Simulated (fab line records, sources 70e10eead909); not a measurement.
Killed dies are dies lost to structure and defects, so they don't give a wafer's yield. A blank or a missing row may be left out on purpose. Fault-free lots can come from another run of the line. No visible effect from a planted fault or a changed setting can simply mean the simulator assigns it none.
Chamber matching | flow nandHarc | rieDiel-12 running NHARC_A_STAIRCASE_TRIM_187: 4 sister chambers
The step chemistry O2, time 211.2 s. 27 wafers are shown with their chamber, then 12 later ones without.

EACH WAFER AND ITS CHAMBER
wafer  | chamber | drypumpMotorCurrentA (A) | showerheadPlenumPTorr (Torr) | throttleValvePct (%)
L074.2 | 3       | 6.3                      | 3.47                         | 17.040
L074.3 | 1       | 5.4                      | 3.79                         | 17.045
L074.6 | 0       | 5.7                      | 3.67                         | 17.028
L075.4 | 2       | 6.3                      | 3.37                         | 17.033
L075.5 | 2       | 6.3                      | 3.37                         | 17.032
L075.6 | 1       | 5.4                      | 3.79                         | 17.051
L076.2 | 2       | 6.3                      | 3.36                         | 17.027
L076.3 | 1       | 5.4                      | 3.79                         | 17.049
L076.6 | 2       | 6.3                      | 3.36                         | 17.035
L079.1 | 0       | 5.7                      | 3.66                         | 17.030
L079.4 | 2       | 6.3                      | 3.36                         | 17.046
L079.5 | 1       | 5.4                      | 3.78                         | 17.040
L080.1 | 0       | 5.8                      | 3.65                         | 17.023
L080.2 | 2       | 6.3                      | 3.36                         | 17.034
L080.4 | 3       | 6.3                      | 3.46                         | 17.031
L082.1 | 1       | 5.4                      | 3.77                         | 17.015
L082.3 | 0       | 5.7                      | 3.65                         | 17.025
L082.5 | 3       | 6.3                      | 3.45                         | 17.033
L086.3 | 0       | 5.7                      | 3.64                         | 17.034
L086.5 | 3       | 6.3                      | 3.44                         | 17.041
L086.6 | 0       | 5.7                      | 3.64                         | 17.030
L088.2 | 3       | 6.3                      | 3.44                         | 17.037
L088.3 | 2       | 6.3                      | 3.35                         | 17.034
L088.6 | 2       | 6.3                      | 3.35                         | 17.039
L090.1 | 3       | 6.3                      | 3.44                         | 17.038
L090.2 | 2       | 6.3                      | 3.35                         | 17.032
L090.5 | 2       | 6.3                      | 3.35                         | 17.023

SIGNATURES, as means of the wafers listed above
reading               | chamber 0 | chamber 1 | chamber 2 | chamber 3 | scatter within a chamber
drypumpMotorCurrentA  | 5.717     | 5.400     | 6.300     | 6.300     | 0.019
showerheadPlenumPTorr | 3.6517    | 3.7840    | 3.3580    | 3.4500    | 0.0101
throttleValvePct      | 17.02833  | 17.04000  | 17.03350  | 17.03667  | 0.00767
Rule: a wafer's distance from a chamber is the root of the sum, over the readings, of the square of ((its reading less the chamber's mean) divided by the reading's scatter). The wafer belongs to the nearest chamber; if the next one is less than 2 further off, it can't be placed. The scatter: take each reading less its chamber's mean, square it, sum over the shown wafers, divide by the number of wafers less the number of chambers, and take the root.

WAFERS WITHOUT THEIR CHAMBER
wafer  | drypumpMotorCurrentA (A) | showerheadPlenumPTorr (Torr) | throttleValvePct (%)
L089.1 | 6.3                      | 3.34                         | 17.029
L089.5 | 5.4                      | 3.77                         | 17.018
L089.6 | 6.3                      | 3.34                         | 17.017
L092.1 | 5.7                      | 3.63                         | 17.045
L092.3 | 6.3                      | 3.43                         | 17.033
L092.5 | 5.7                      | 3.63                         | 17.034
L094.1 | 6.3                      | 3.43                         | 17.035
L094.2 | 6.3                      | 3.34                         | 17.020
L094.3 | 5.4                      | 3.76                         | 17.034
L097.1 | 6.3                      | 3.33                         | 17.036
L097.3 | 5.7                      | 3.62                         | 17.044
L097.4 | 6.3                      | 3.43                         | 17.018

CHAMBER TAKEN BY EACH
wafer  | from the rows above | in truth
L089.1 | 2                   | 2
L089.5 | 1                   | 1
L089.6 | 2                   | 2
L092.1 | 0                   | 0
L092.3 | 3                   | 3
L092.5 | 0                   | 0
L094.1 | 3                   | 3
L094.2 | 2                   | 2
L094.3 | 1                   | 1
L097.1 | 2                   | 2
L097.3 | 0                   | 0
L097.4 | 3                   | 3
Placed correctly: 12 of 12. Not placeable from these rows: 0. Number placed wrongly: 0.
